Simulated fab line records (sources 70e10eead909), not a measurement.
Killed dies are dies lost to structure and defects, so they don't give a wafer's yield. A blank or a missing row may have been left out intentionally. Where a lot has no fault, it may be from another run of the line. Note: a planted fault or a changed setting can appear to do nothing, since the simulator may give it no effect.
Matching of chambers :: flow nand harc :: NHARC_A_STAIRCASE_STRIP_476 on rie diel-12 has 4 sister chambers
The step strips in O2, time 20 s. 4 wafers are shown with their chamber, then 10 later ones without.

## EACH WAFER AND ITS CHAMBER
wafer: L086.2
chamber: 3
showerhead plenum p Torr (Torr): 3.66

wafer: L086.5
chamber: 1
showerhead plenum p Torr (Torr): 3.35

wafer: L088.3
chamber: 0
showerhead plenum p Torr (Torr): 3.45

wafer: L088.4
chamber: 2
showerhead plenum p Torr (Torr): 3.64

## WAFERS WITH NO CHAMBER GIVEN
wafer: L088.5
showerhead plenum p Torr (Torr): 3.66

wafer: L095.2
showerhead plenum p Torr (Torr): 3.65

wafer: L095.4
showerhead plenum p Torr (Torr): 3.63

wafer: L095.6
showerhead plenum p Torr (Torr): 3.65

wafer: L096.2
showerhead plenum p Torr (Torr): 3.63

wafer: L096.4
showerhead plenum p Torr (Torr): 3.34

wafer: L096.5
showerhead plenum p Torr (Torr): 3.34

wafer: L097.3
showerhead plenum p Torr (Torr): 3.63

wafer: L097.4
showerhead plenum p Torr (Torr): 3.65

wafer: L097.5
showerhead plenum p Torr (Torr): 3.63

## WHICH CHAMBER EACH WENT THROUGH
wafer: L088.5
from the rows above: 3
in truth: 3

wafer: L095.2
from the rows above: can't be placed: 2 or 3
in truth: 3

wafer: L095.4
from the rows above: 2
in truth: 2

wafer: L095.6
from the rows above: can't be placed: 2 or 3
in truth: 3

wafer: L096.2
from the rows above: 2
in truth: 2

wafer: L096.4
from the rows above: 1
in truth: 1

wafer: L096.5
from the rows above: 1
in truth: 1

wafer: L097.3
from the rows above: 2
in truth: 2

wafer: L097.4
from the rows above: can't be placed: 2 or 3
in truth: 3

wafer: L097.5
from the rows above: 2
in truth: 2
7 of 10 placed correctly. Unplaceable from these rows: 3, with the true chamber sitting among the candidates in 3. 0 placed wrongly.
How it was worked out, from the rows above alone: a wafer's distance from a chamber is the root of the sum, over the readings, of the square of ((its reading less the chamber's mean) divided by the reading's scatter). The wafer belongs to the nearest chamber; if the next one is less than 2 further off, it can't be placed. The mean given for a chamber averages the wafers shown for that chamber. The scatter: with one shown wafer a chamber, the root of the mean of the squares of how far each hidden wafer lies from its nearest shown one.
